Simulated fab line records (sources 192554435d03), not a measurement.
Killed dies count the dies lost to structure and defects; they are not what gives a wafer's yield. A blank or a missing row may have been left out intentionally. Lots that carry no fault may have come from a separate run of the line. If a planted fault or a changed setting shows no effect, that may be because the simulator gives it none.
fab line records    flow n5Finfet    part 1 of 2: steps 1 to 4 of 6
record lots=23  wafers=69  lastDay=20
route steps=1938 shown HKMG_FIN@462 GATE_CUT@474 MOL_CONTACT_COAG@531
lots with no fault: from the same line, run without faults
startH: hours from the record's first day to the start of the lot's first wafer shown    waitH: how many hours have passed since the lot's step before this one    " the same as in the row above    L1.1+2: a row that stands for several wafers    - value missing, or start not given    * or withheld: withheld    < > ~ a bound
route shown NAME@n: a module of which the file shows steps, and the number in the route of the first    usual: the fault-free wafers' mean and standard deviation    same: alike in all rows    chamber/n: place in a boat    sites: the reading at each site    _std_site: how widely they spread, as a standard deviation    _edge_site: the outer-site mean with the inner-site mean subtracted    radiusMm: for every site, how far away it sits from the centre of the wafer    mask NAME#n: copy n    behind: the last tool/chamber to shape the wafer    hold: why the lot was held/for how many hours/how that ended    device: transistor that didn't switch, given as n, p or np    end of line: tests of these same wafers at the route's end    a step given without rows: its recipe and nothing more    killed: dies lost to structure and defects at the first sort, not the wafer's yield    map: a wafer's dies, marking killed ones x, the rest . and places with no die _
set.NAME: the setting that was run; set.NAME@STEP: the one run at that earlier step    model.NAME: the simulator's own value behind a step, which no gauge read
route steps across a sampled set of lots; one table per step, one row per wafer
services: the hour from which a tool's chamber was out of use, counted from the record's first day as startH (under 0 if before that day), plus the number of hours and why
## steps
# step N5_HKMG_FIN_CMP_94
# recipe stopOn=SiNx  postCmpClean=wDiluteNh4oh  tOverpolishS=4.7  downForcePsi=4  platenRpm=50.289  padVelocityMS=1.0006  targetThkNm=43.299
# usual motorCurrentA=12.3/1.1  slurryFlowMlMin=150.0/0.49
lot.wafer  tool    chamber  startH  waitH  motorCurrentA  slurryFlowMlMin
L074.4     cmp-01  0        78.25   0.3    14.8           150.2
L074.5     "       2        "       "      11.9           150.1
L074.6     "       3        "       "      12.1           151.1
L075.2     cmp-01  2        85.25   0.4    12.9           150.4
L075.4     "       3        "       "      12.3           149.8
L075.6     "       2        "       "      12.4           149.6
L076.2     cmp-03  1        92.00   0.3    11.7           149.9
L076.1     "       3        "       "      11.9           149.5
L076.5     "       0        "       "      12.2           150.4
L077.1     cmp-01  1        97.42   0.4    12.1           150.0
L077.3     "       2        "       "      12.5           149.9
L077.5     "       2        "       "      12.2           149.4
L079.1     cmp-03  1        109.40  0.3    11.6           149.9
L079.2     "       2        "       "      10.2           150.2
L079.6     "       0        "       "      13.0           150.1
L080.3     cmp-01  1        121.06  0.4    12.4           149.7
L080.1     "       3        "       "      12.3           149.4
L080.6     "       2        "       "      12.2           150.0
L081.3     cmp-04  2        121.60  0.3    13.1           149.2
L081.4     "       3        "       "      12.7           150.6
L081.5     "       2        "       "      12.8           149.6
L082.3     cmp-01  0        129.83  0.4    15.1           149.4
L082.2     "       1        "       "      12.5           150.1
L082.5     "       1        "       "      11.9           149.9
L083.1     cmp-01  2        131.34  0.3    12.1           150.4
L083.5     "       0        "       "      14.3           149.7
L083.6     "       1        "       "      11.6           149.9
L084.3     cmp-01  0        137.19  0.4    14.8           151.0
L084.1     "       1        "       "      12.8           150.1
L084.6     "       1        "       "      12.6           150.6
L085.2     cmp-03  3        144.89  0.4    12.1           150.8
L085.1     "       1        "       "      11.6           150.6
L085.6     "       3        "       "      11.9           150.3
L086.4     cmp-03  2        152.46  0.4    10.7           149.9
L086.3     "       3        "       "      12.5           149.6
L086.5     "       3        "       "      12.0           150.0
L087.3     cmp-03  1        157.65  0.3    12.0           150.6
L087.6     "       0        "       "      11.8           149.3
L087.5     "       1        "       "      11.7           150.2
L088.2     cmp-03  3        163.13  0.4    12.4           150.0
L088.1     "       2        "       "      10.5           150.4
L088.5     "       0        "       "      12.3           149.4
L089.1     cmp-01  1        169.13  0.4    12.9           149.5
L089.3     "       2        "       "      12.0           150.0
L089.4     "       0        "       "      14.6           151.2
L090.4     cmp-03  3        174.87  0.4    11.9           150.7
L090.3     "       0        "       "      12.2           149.9
L090.2     "       2        "       "      10.1           149.6
L091.3     cmp-03  1        179.35  0.4    11.7           149.6
L091.6     "       1        "       "      11.3           149.3
L091.5     "       2        "       "      10.4           149.4
L092.2     cmp-04  1        187.61  0.4    12.6           150.1
L092.6     "       1        "       "      10.7           149.8
L092.5     "       2        "       "      12.2           150.0
L093.4     cmp-01  0        192.00  0.3    14.4           149.4
L093.1     "       1        "       "      12.7           149.5
L093.5     "       3        "       "      12.4           150.2
L094.1     cmp-03  0        199.00  0.2    12.0           150.5
L094.5     "       1        "       "      11.6           148.7
L094.6     "       2        "       "      11.3           150.3
L095.2     cmp-03  3        204.58  0.4    12.5           149.9
L095.3     "       0        "       "      12.4           149.7
L095.5     "       0        "       "      11.7           150.0
L096.3     cmp-04  3        215.07  0.4    11.8           150.3
L096.1     "       0        "       "      13.8           150.6
L096.5     "       0        "       "      14.5           149.9
L097.3     cmp-01  3        218.05  0.3    11.8           150.1
L097.1     "       0        "       "      15.3           148.8
L097.2     "       1        "       "      12.4           149.7
# step N5_GATE_CUT_PECVD_57
# recipe material=SiNx  targetThkA=210  tempC=400  precursor=SiH4/NH3/N2  pressureTorr=1.5  rfW=300
# usual heaterPowerW=772/110  showerheadPlenumPTorr=5.15/0.046  susceptorTempC=399.97/0.22  throttleValvePct=39.9/1.8
lot.wafer  tool      chamber  startH  waitH  heaterPowerW  showerheadPlenumPTorr  sinceWetCleanH  susceptorTempC  throttleValvePct
L074.4     pecvd-03  2        81.28   1.1    689           5.15                   -               399.85          42.6
L074.5     "         2        "       "      694           5.14                   -               400.24          42.5
L074.6     "         1        "       "      814           5.20                   -               400.09          41.0
L075.2     pecvd-03  2        90.19   1.1    677           5.14                   2063            400.17          42.3
L075.4     "         1        "       "      978           5.20                   -               400.01          40.9
L075.6     "         1        "       "      960           5.19                   -               399.84          40.6
L076.1     pecvd-02  0        95.36   1.1    889           5.16                   980             400.33          38.5
L076.2     "         2        "       "      776           5.14                   226             400.03          37.2
L076.5     "         0        "       "      891           5.16                   -               399.66          38.5
L077.1     pecvd-04  2        100.91  1.1    841           5.23                   51              399.94          39.2
L077.3     "         1        "       "      780           5.02                   1530            399.89          44.4
L077.5     "         0        "       "      761           5.30                   -               399.94          40.3
L079.1     pecvd-02  1        112.54  1.1    555           5.10                   1723            400.15          40.7
L079.2     "         2        "       "      805           5.14                   244             399.64          37.4
L079.6     "         0        "       "      862           5.16                   -               399.60          38.6
L080.1     pecvd-02  2        124.13  1.1    765           5.15                   255             399.53          37.6
L080.3     "         2        "       "      793           5.14                   -               399.66          37.5
L080.6     "         1        "       "      578           5.10                   -               399.92          40.8
L081.3     pecvd-02  1        125.17  1.1    674           5.10                   -               399.85          41.0
L081.4     "         2        "       "      823           5.13                   -               400.06          37.7
L081.5     "         2        "       "      840           5.13                   -               400.18          37.6
L082.2     pecvd-03  0        132.90  1.1    791           5.18                   656             400.16          39.1
L082.3     "         0        "       "      788           5.18                   -               400.00          39.4
L082.5     "         2        "       "      686           5.13                   -               399.91          42.5
L083.1     pecvd-02  1        134.97  1.1    666           5.11                   1745            399.96          41.0
L083.5     "         2        "       "      722           5.13                   -               399.94          37.7
L083.6     "         0        "       "      867           5.16                   -               400.03          38.3
L084.1     pecvd-02  1        140.57  1.1    634           5.11                   1751            399.66          40.9
L084.3     "         2        "       "      793           5.14                   272             400.12          37.8
L084.6     "         2        "       "      809           5.13                   -               399.97          37.6
L085.1     pecvd-02  2        147.96  1.1    709           5.13                   279             400.17          37.7
L085.2     "         0        "       "      908           5.15                   1033            400.05          38.2
L085.6     "         0        "       "      914           5.18                   -               399.95          38.5
L086.3     pecvd-03  1        155.95  1.1    949           5.18                   1404            400.07          40.9
L086.4     "         0        "       "      805           5.18                   -               399.85          39.1
L086.5     "         1        "       "      925           5.18                   -               400.10          41.1
L087.3     pecvd-03  0        160.87  1.1    729           5.19                   684             400.08          39.1
L087.5     "         1        "       "      980           5.20                   -               399.98          40.7
L087.6     "         2        "       "      713           5.12                   -               399.47          42.4
L088.1     pecvd-03  0        166.42  1.1    869           5.19                   689             400.33          39.4
L088.2     "         2        "       "      753           5.15                   2139            399.85          42.4
L088.5     "         0        "       "      881           5.18                   -               400.08          39.3
L089.1     pecvd-03  1        172.50  1.1    965           5.18                   1420            399.85          40.8
L089.3     "         0        "       "      883           5.19                   695             399.74          39.2
L089.4     "         1        "       "      977           5.18                   -               399.97          40.8
L090.2     pecvd-02  2        178.09  1.1    798           5.14                   309             400.47          37.9
L090.3     "         0        "       "      873           5.18                   1063            399.78          38.3
L090.4     "         0        "       "      890           5.16                   -               400.00          38.2
L091.3     pecvd-02  2        182.42  1.1    803           5.14                   314             400.10          37.4
L091.5     "         0        "       "      848           5.16                   -               400.51          38.3
L091.6     "         1        "       "      672           5.11                   -               400.10          40.8
L092.2     pecvd-04  2        190.73  1.1    798           5.24                   141             399.90          39.8
L092.5     "         0        "       "      742           5.29                   -               400.19          41.0
L092.6     "         2        "       "      813           5.24                   -               400.10          39.8
L093.1     pecvd-02  1        195.45  1.1    677           5.11                   1806            399.97          40.8
L093.4     "         1        "       "      697           5.10                   -               399.65          40.9
L093.5     "         2        "       "      840           5.12                   -               400.09          37.6
L094.1     pecvd-02  1        201.98  1.1    664           5.10                   1812            399.73          41.0
L094.5     "         0        "       "      775           5.16                   -               400.21          38.2
L094.6     "         1        "       "      642           5.11                   -               399.96          41.0
L095.2     pecvd-02  0        207.65  1.1    895           5.17                   1093            399.36          38.6
L095.3     "         2        "       "      735           5.15                   339             399.86          37.8
L095.5     "         2        "       "      736           5.13                   -               399.75          37.5
L096.1     pecvd-02  2        218.13  1.1    771           5.14                   349             399.93          38.1
L096.3     "         1        "       "      614           5.11                   1828            399.75          41.1
L096.5     "         2        "       "      776           5.14                   -               400.24          37.8
L097.1     pecvd-02  2        221.30  1.1    841           5.14                   352             399.98          38.1
L097.2     "         1        "       "      600           5.09                   1831            400.62          40.9
L097.3     "         0        "       "      849           5.18                   1106            399.84          38.4
# step N5_GATE_CUT_STRIP_21
# recipe chemistry=N2/H2  timeS=30  powerW=1000  tempC=250  pressureMtorr=withheld  n2FlowSccm=1750  h2FlowSccm=3250
# usual drypumpMotorCurrentA=5.7/0.33  heaterPowerW=316/40
lot.wafer  tool            chamber  startH  waitH  drypumpMotorCurrentA  heaterPowerW  rfHoursCounterH
L074.4     plasmaAsher-02  0        83.05   0.3    6.1                   329           -
L074.5     "               0        "       "      6.1                   327           -
L074.6     "               1        "       "      5.8                   309           -
L075.2     plasmaAsher-02  1        91.77   0.0    5.8                   306           92
L075.4     "               0        "       "      6.1                   333           -
L075.6     "               0        "       "      6.1                   330           -
L076.1     plasmaAsher-01  1        97.11   0.0    5.7                   253           38
L076.2     "               0        "       "      5.2                   365           38
L076.5     "               1        "       "      5.7                   251           -
L077.1     plasmaAsher-01  1        102.60  0.1    5.7                   259           40
L077.3     "               0        "       "      5.2                   363           -
L077.5     "               1        "       "      5.7                   257           -
L079.1     plasmaAsher-01  0        114.43  0.0    5.2                   358           42
L079.2     "               1        "       "      5.7                   259           42
L079.6     "               0        "       "      5.2                   375           -
L080.1     plasmaAsher-02  1        125.82  0.0    5.8                   313           98
L080.3     "               0        "       "      6.1                   330           -
L080.6     "               0        "       "      6.1                   340           -
L081.3     plasmaAsher-02  0        126.86  0.1    6.1                   337           -
L081.4     "               1        "       "      5.8                   314           -
L081.5     "               0        "       "      6.1                   323           -
L082.2     plasmaAsher-01  1        134.48  0.0    5.7                   256           46
L082.3     "               0        "       "      5.2                   365           -
L082.5     "               1        "       "      5.7                   256           -
L083.1     plasmaAsher-01  1        136.96  0.1    5.6                   264           46
L083.5     "               0        "       "      5.2                   367           -
L083.6     "               1        "       "      5.6                   251           -
L084.1     plasmaAsher-02  0        142.12  0.0    6.1                   326           102
L084.3     "               1        "       "      5.8                   305           -
L084.6     "               1        "       "      5.8                   321           -
L085.1     plasmaAsher-01  1        149.51  0.0    5.6                   262           48
L085.2     "               0        "       "      5.2                   366           48
L085.6     "               1        "       "      5.7                   263           -
L086.3     plasmaAsher-01  1        157.64  0.1    5.7                   254           -
L086.4     "               0        "       "      5.2                   357           -
L086.5     "               1        "       "      5.6                   255           -
L087.3     plasmaAsher-02  0        162.61  0.1    6.1                   336           -
L087.5     "               1        "       "      5.8                   312           -
L087.6     "               0        "       "      6.1                   324           -
L088.1     plasmaAsher-02  0        168.69  0.4    6.1                   326           108
L088.2     "               1        "       "      5.8                   316           108
L088.5     "               0        "       "      6.2                   336           -
L089.1     plasmaAsher-02  0        174.08  0.0    6.1                   320           109
L089.3     "               0        "       "      6.1                   331           -
L089.4     "               1        "       "      5.8                   305           -
L090.2     plasmaAsher-01  1        179.63  0.0    5.6                   262           54
L090.3     "               1        "       "      5.6                   258           -
L090.4     "               0        "       "      5.2                   359           -
L091.3     plasmaAsher-01  1        183.99  0.1    5.7                   262           -
L091.5     "               0        "       "      5.2                   366           -
L091.6     "               1        "       "      5.7                   266           -
L092.2     plasmaAsher-01  0        192.35  0.0    5.2                   363           57
L092.5     "               0        "       "      5.2                   379           -
L092.6     "               1        "       "      5.6                   258           -
L093.1     plasmaAsher-01  0        197.00  0.0    5.2                   355           58
L093.4     "               0        "       "      5.2                   357           -
L093.5     "               0        "       "      5.2                   368           -
L094.1     plasmaAsher-02  1        203.65  0.0    5.8                   317           115
L094.5     "               1        "       "      5.8                   310           -
L094.6     "               0        "       "      6.1                   326           -
L095.2     plasmaAsher-02  0        209.20  0.0    6.2                   326           115
L095.3     "               0        "       "      6.1                   336           -
L095.5     "               1        "       "      5.8                   323           -
L096.1     plasmaAsher-01  1        219.68  0.0    5.6                   263           62
L096.3     "               1        "       "      5.6                   264           -
L096.5     "               0        "       "      5.2                   354           -
L097.1     plasmaAsher-01  1        222.99  0.0    5.6                   260           62
L097.2     "               0        "       "      5.2                   368           62
L097.3     "               0        "       "      5.2                   365           -
# step N5_MOL_CONTACT_COAG_ETCH_105
# recipe chemistry=CF4  target=SiARC  targetDepthA=156  maskMaterial=CAR-EUV  timeS=26  ionEnergyEv=80  pressureMtorr=40  sourceW=545  biasW=36  Ar_flow_sccm=100  cf4FlowSccm=100  ends=cleared
# usual cf4FlowSccm=100.03/0.3  drypumpMotorCurrentA=5.7/0.35  etchRfOnTimeS=26.0/0.49  oesProductAu=0.67/0.066  rfVppV=184.0/1.2  showerheadPlenumPTorr=2.14/0.071  throttleValvePct=15.56/0.18
lot.wafer  tool        chamber  startH  waitH  cf4FlowSccm  drypumpMotorCurrentA  etchRfOnTimeS  oesProductAu  rfHoursCounterH  rfVppV  showerheadPlenumPTorr  throttleValvePct
L074.4     rieDiel-04  1        86.68   0.0    99.30        6.4                   26.5           0.62          199              185.2   2.20                   15.77
L074.5     "           2        "       "      99.47        5.8                   26.2           0.76          -                184.3   2.11                   15.37
L074.6     "           3        "       "      100.55       5.8                   25.8           0.67          -                185.1   2.16                   15.45
L075.2     rieDiel-04  1        95.05   0.0    99.72        6.4                   26.5           0.62          202              185.2   2.20                   15.78
L075.4     "           0        "       "      100.17       5.7                   26.6           0.59          246              184.4   2.02                   15.73
L075.6     "           0        "       "      100.45       5.8                   26.5           0.59          -                182.0   2.02                   15.71
L076.1     rieDiel-04  2        100.41  0.0    100.21       5.8                   25.9           0.77          33               183.0   2.11                   15.38
L076.2     "           3        "       "      99.70        5.8                   25.3           0.67          123              184.7   2.16                   15.47
L076.5     "           3        "       "      99.66        5.8                   25.4           0.67          -                184.0   2.16                   15.47
L077.1     rieDiel-02  1        105.76  0.0    99.93        5.6                   25.7           0.69          107              184.8   2.08                   15.44
L077.3     "           3        "       "      99.68        5.7                   26.1           0.61          210              185.3   2.22                   15.54
L077.5     "           0        "       "      100.23       5.3                   25.6           0.65          -                183.7   2.16                   15.52
L079.1     rieDiel-04  1        118.41  0.0    100.18       6.4                   27.1           0.61          209              183.4   2.20                   15.80
L079.2     "           3        "       "      100.42       5.8                   25.8           0.67          131              183.2   2.16                   15.48
L079.6     "           3        "       "      100.25       5.8                   25.8           0.67          -                184.3   2.16                   15.48
L080.1     rieDiel-04  2        129.10  0.0    100.38       5.7                   26.2           0.74          45               182.3   2.10                   15.40
L080.3     "           3        "       "      99.86        5.8                   25.7           0.66          136              182.5   2.15                   15.50
L080.6     "           2        "       "      100.24       5.7                   26.3           0.74          -                184.0   2.11                   15.41
L081.3     rieDiel-04  1        130.38  0.0    99.57        6.4                   26.8           0.60          216              185.9   2.19                   15.81
L081.4     "           3        "       "      99.78        5.8                   25.9           0.65          -                184.2   2.15                   15.50
L081.5     "           1        "       "      99.86        6.4                   26.6           0.61          -                184.1   2.19                   15.81
L082.2     rieDiel-04  3        137.71  0.0    99.33        5.8                   25.6           0.66          141              185.2   2.15                   15.50
L082.3     "           2        "       "      100.26       5.8                   25.9           0.74          49               183.5   2.10                   15.40
L082.5     "           2        "       "      100.17       5.8                   25.9           0.74          -                185.2   2.10                   15.42
L083.1     rieDiel-02  0        140.59  0.0    100.11       5.3                   25.6           0.64          172              183.3   2.15                   15.55
L083.5     "           2        "       "      100.36       5.9                   26.8           0.59          -                183.0   2.04                   15.92
L083.6     "           1        "       "      100.02       5.6                   25.7           0.68          -                183.8   2.07                   15.46
L084.1     rieDiel-02  1        145.27  0.0    99.33        5.6                   25.7           0.67          121              182.3   2.07                   15.46
L084.3     "           0        "       "      100.13       5.3                   25.5           0.64          174              184.1   2.15                   15.56
L084.6     "           0        "       "      99.95        5.3                   25.4           0.64          -                183.3   2.15                   15.57
L085.1     rieDiel-02  3        153.26  0.0    100.44       5.6                   26.0           0.60          225              185.7   2.22                   15.59
L085.2     "           1        "       "      99.47        5.6                   25.6           0.69          124              183.3   2.07                   15.48
L085.6     "           2        "       "      99.82        5.9                   26.7           0.59          -                184.0   2.03                   15.92
L086.3     rieDiel-02  3        160.90  0.0    100.33       5.7                   26.0           0.60          227              184.5   2.22                   15.59
L086.4     "           0        "       "      99.91        5.3                   25.5           0.63          179              184.5   2.15                   15.56
L086.5     "           2        "       "      100.30       5.9                   26.5           0.59          -                184.1   2.03                   15.92
L087.3     rieDiel-02  0        172.55  0.0    100.05       5.3                   25.4           0.64          182              184.1   2.15                   15.56
L087.5     "           0        "       "      99.71        5.3                   25.4           0.64          -                184.1   2.15                   15.58
L087.6     "           3        "       "      100.59       5.6                   26.2           0.59          -                185.1   2.21                   15.58
L088.1     rieDiel-04  3        172.92  0.0    100.15       5.8                   25.4           0.64          154              183.9   2.15                   15.54
L088.2     "           0        "       "      99.72        5.7                   25.7           0.81          14               186.2   2.27                   15.30
L088.5     "           3        "       "      99.97        5.8                   25.5           0.65          -                183.6   2.15                   15.52
L089.1     rieDiel-01  2        177.24  0.0    100.33       6.4                   25.7           0.75          47               185.8   2.27                   15.44
L089.3     "           0        "       "      100.17       4.9                   27.0           0.61          193              184.8   2.13                   15.69
L089.4     "           3        "       "      100.19       4.9                   25.6           0.73          54               185.5   2.26                   15.31
L090.2     rieDiel-04  0        182.87  0.0    100.30       5.7                   26.2           0.79          18               185.7   2.27                   15.30
L090.3     "           3        "       "      100.00       5.8                   25.8           0.64          159              184.2   2.15                   15.55
L090.4     "           0        "       "      99.91        5.7                   26.1           0.79          -                184.9   2.27                   15.30
L091.3     rieDiel-04  3        187.69  0.0    100.35       5.8                   25.7           0.64          161              184.0   2.15                   15.56
L091.5     "           0        "       "      100.40       5.7                   25.6           0.80          -                186.0   2.27                   15.29
L091.6     "           2        "       "      99.81        5.8                   25.8           0.72          -                182.2   2.10                   15.45
L092.2     rieDiel-04  2        195.99  0.0    99.93        5.7                   26.1           0.70          72               183.6   2.10                   15.47
L092.5     "           3        "       "      100.28       5.8                   25.8           0.63          -                182.6   2.14                   15.54
L092.6     "           0        "       "      100.49       5.7                   25.5           0.79          -                185.3   2.26                   15.31
L093.1     rieDiel-01  2        200.29  0.0    99.79        6.4                   26.0           0.73          55               185.8   2.27                   15.45
L093.4     "           3        "       "      100.22       4.9                   25.6           0.72          -                186.9   2.25                   15.35
L093.5     "           0        "       "      99.77        4.9                   27.4           0.60          -                183.4   2.12                   15.72
L094.1     rieDiel-04  2        206.81  0.0    100.76       5.8                   26.4           0.70          76               183.4   2.10                   15.49
L094.5     "           0        "       "      100.08       5.7                   26.0           0.78          -                184.5   2.26                   15.32
L094.6     "           3        "       "      99.92        5.8                   26.0           0.63          -                183.7   2.14                   15.57
L095.2     rieDiel-01  2        212.56  0.0    99.80        6.4                   25.9           0.73          61               186.2   2.27                   15.46
L095.3     "           1        "       "      99.91        5.3                   25.5           0.85          0                183.4   2.11                   15.40
L095.5     "           0        "       "      100.22       4.9                   27.5           0.59          -                183.8   2.12                   15.72
L096.1     rieDiel-04  2        225.94  0.0    99.93        5.8                   26.5           0.69          87               182.7   2.09                   15.48
L096.3     "           3        "       "      100.06       5.8                   25.6           0.63          180              185.3   2.14                   15.58
L096.5     "           0        "       "      100.07       5.7                   25.8           0.77          -                183.7   2.26                   15.32
L097.1     rieDiel-02  1        227.04  0.0    100.28       5.7                   25.5           0.66          150              181.7   2.06                   15.53
L097.2     "           0        "       "      100.01       5.3                   25.2           0.63          203              184.9   2.14                   15.63
L097.3     "           2        "       "      100.13       5.9                   26.7           0.57          242              182.9   2.03                   15.95
